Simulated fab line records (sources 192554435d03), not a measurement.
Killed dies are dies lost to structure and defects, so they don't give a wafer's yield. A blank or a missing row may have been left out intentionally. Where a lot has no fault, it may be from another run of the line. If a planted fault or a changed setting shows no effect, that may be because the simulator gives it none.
One fault through the eyes of 3 desks ; flow n5_finfet ; only its own numbers are on each desk; what lay behind them is given at the end

## FROM THE METROLOGY DESK
Means of the sampled wafers that have a number, per lot and without regard to the tool the lot ran on: this is what the gauges read. A lot is out of limits, marked OUT, if its mean lies more than 4 standard deviations from the usual mean; the brackets give that distance. 7 of its 12 readings are shown: the first one out of limits and those lying furthest out on some lot.
Columns: A = cd_nm at N5_BEOL_M3_CD_MEAS_28, usual 25.72 nm; B = DIBL_N at N5_BEOL_M4_RC_MEAS_101, usual 36.0 mV/V; C = DIBL_P at N5_BEOL_M4_RC_MEAS_101, usual 35.8 mV/V; D = IOFF_P at N5_BEOL_M4_RC_MEAS_101, usual 0.20 nA/um; E = ION_N at N5_BEOL_M4_RC_MEAS_101, usual 670 uA/um; F = SS_N at N5_BEOL_M4_RC_MEAS_101, usual 71.5 mV/dec; G = SS_P at N5_BEOL_M4_RC_MEAS_101, usual 73.2 mV/dec
lot;first seen here;A;B;C;D;E;F;G
L152;day 7 11:31;25.97;36.0;36.2;0.22;673;72.1;73.7
L157;day 9 09:43;25.68;35.1;36.0;0.22;664;71.4;73.0
L158;day 9 13:50;25.89;35.8;36.0;0.19;666;71.3;73.4
L160;day 9 16:36;15.33 (-45) OUT;34.2;33.1;0.15;654;71.0;71.8
L166;day 11 12:47;15.40 (-45) OUT;32.2;33.5;0.17;666;70.4;72.0
L168;day 11 18:39;25.74;35.8;35.9;0.19;680;71.0;73.1
L170;day 12 01:19;25.69;35.7;35.7;0.20;678;71.1;73.2
L171;day 12 04:49;25.69;34.8;33.2;0.17;669;71.7;72.9
L172;day 12 16:31;25.66;35.7;33.9;0.21;666;71.2;73.2
L175;day 13 20:44;25.60;33.1;32.2;0.14;648;71.1;72.2
This desk finds L160, L166 out of limits, L160 being first, at day 9 17:29 (cd_nm at N5_BEOL_M3_CD_MEAS_28). In limits: L152, L157, L158, L168, L170, L171, L172, L175.

## THE DEFECT DESK
Inspection counts along the route, by lot: the mean over sampled wafers that carry a number. A lot is out of limits, marked OUT, if its mean lies more than 4 standard deviations from the usual mean; the brackets give that distance.
Columns: A = raw_defect_count at N5_BEOL_M3_INSPECT_13, usual 445
lot;first seen here;A
L152;day 7 11:34;567
L157;day 9 09:46;280
L158;day 9 13:52;417
L160;day 9 16:40;592
L166;day 11 12:50;495
L168;day 11 18:43;335
L170;day 12 01:22;574
L171;day 12 04:53;580
L172;day 12 16:34;588
L175;day 13 20:47;418
This desk found nothing out of limits on any of the 10 lots.

## THE TOOL OWNER'S DESK: euv_scanner-02
The tool's own readings at N5_BEOL_M3_EXPOSE_25 (exposes mask V2, defocus 5 nm): means of the sampled wafers that have a number, for each lot that ran on this tool. A lot is out of limits, marked OUT, if its mean lies more than 4 standard deviations from the usual mean; the brackets give that distance.
Columns: A = stage_msd_nm at N5_BEOL_M3_EXPOSE_25, usual 0.77 nm
lot;first seen here;A
L152;day 7 12:26;0.85
L157;day 9 11:01;0.85
L160;day 9 17:21;0.84
L166;day 11 13:37;0.84
This desk found nothing out of limits on any of the 4 lots.

## ALL TOGETHER
An alarm was possible from the metrology desk at day 9 17:29, on L160, L166.
The defect desk saw nothing out of limits.
Nothing out of limits was seen by the tool owner's desk.
The defect desk has L160, L166 on record, within its limits.
Tool owner's desk: L160, L166 on record, inside its limits.
Of the lots named, all ran N5_BEOL_M3_EXPOSE_25 on euv_scanner-02.

## WHAT THE SIMULATOR PUT IN
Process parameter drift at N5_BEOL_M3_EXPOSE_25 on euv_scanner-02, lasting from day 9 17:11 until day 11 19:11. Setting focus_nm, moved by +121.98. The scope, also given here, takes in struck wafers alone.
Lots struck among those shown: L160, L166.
Hours from the fault's start to each desk's first reading out of limits: the metrology desk, 0.
